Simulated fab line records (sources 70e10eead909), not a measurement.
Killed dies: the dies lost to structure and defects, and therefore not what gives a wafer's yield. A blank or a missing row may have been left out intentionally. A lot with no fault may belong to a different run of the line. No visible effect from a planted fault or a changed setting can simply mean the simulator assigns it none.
The tool behind it: which one? | flow nand_harc | 12 lots with 36 wafers sampled at 2 steps, on a route of 1302 steps

== WHAT THE GAUGES READ, wafer by wafer ==
NHARC_A_CONTACT_OVL_MEAS_09.
lot  | measured     | on         | overlay_x_nm (nm)
L074 | day 22 20:15 | overlay-02 | 0.3 0.7 0.8
L078 | day 23 04:56 | overlay-02 | 0.3 0.3 0.3
L079 | day 24 20:30 | overlay-02 | 2.5 2.0 2.2
L081 | day 25 03:20 | overlay-01 | -1.1 -0.3 -0.2
L084 | day 26 12:47 | overlay-02 | -0.2 -0.3 0.0
L085 | day 27 03:00 | overlay-02 | 0.4 0.1 0.5
L087 | day 27 19:58 | overlay-02 | 1.3 0.9 0.9
L088 | day 28 13:05 | overlay-02 | -0.9 -0.7 -0.9
L090 | day 30 00:24 | overlay-02 | 0.4 -0.1 0.0
L095 | day 30 13:44 | overlay-02 | 1.2 1.8 0.7
L094 | day 30 20:18 | overlay-01 | -0.1 0.0 -0.8
L097 | day 32 10:03 | overlay-02 | 0.0 0.5 0.7

== TOOL THAT RAN EACH LOT (tool first, then ch and the chambers of the sampled wafers, then the start) ==
lot  | NHARC_A_CONTACT_ETCH_106
L074 | rie_diel-03 ch 1,2,3, day 22 17:04
L078 | rie_diel-03 ch 0,1,2, day 23 01:50
L079 | rie_diel-05 ch 1,2,3, day 24 16:54
L081 | rie_diel-03 ch 0,1,2, day 24 23:19
L084 | rie_diel-03 ch 0,1,2, day 26 06:25
L085 | rie_diel-03 ch 0,2, day 26 22:32
L087 | rie_diel-13 ch 0,1,3, day 27 16:46
L088 | rie_diel-03 ch 0,2,3, day 28 09:59
L090 | rie_diel-13 ch 2,3, day 29 18:22
L095 | rie_diel-03 ch 0,3, day 30 08:14
L094 | rie_diel-13 ch 0,2, day 30 16:55
L097 | rie_diel-13 ch 0,1,3, day 32 00:53
- NHARC_A_CONTACT_ETCH_106: etches the open film in CF4/O2, target depth 90 nm, overetch 9 nm, time 49.5 s.

== THE ANSWER, worked out from the rows above alone ==
Rule: the lots themselves supply what counts as usual. The widest of any qualifying gaps counts: lots, ordered by their means at a reading, are off when they make up no more than a third of the lots, leave a main group of 4 or more, and stand apart from it by 3 or more times the standard deviation of that group's means. The tables above print the reading to a certain number of digits; a main group whose means all agree to those digits is not used. Also off: a lot with no number at a reading for which 4 or more lots have one. Any other lot the step has rows for is counted as sound.
Across all readings shown, no lot is off: no conclusion can be drawn from this.

== WHAT THE SIMULATOR HAD INSERTED ==
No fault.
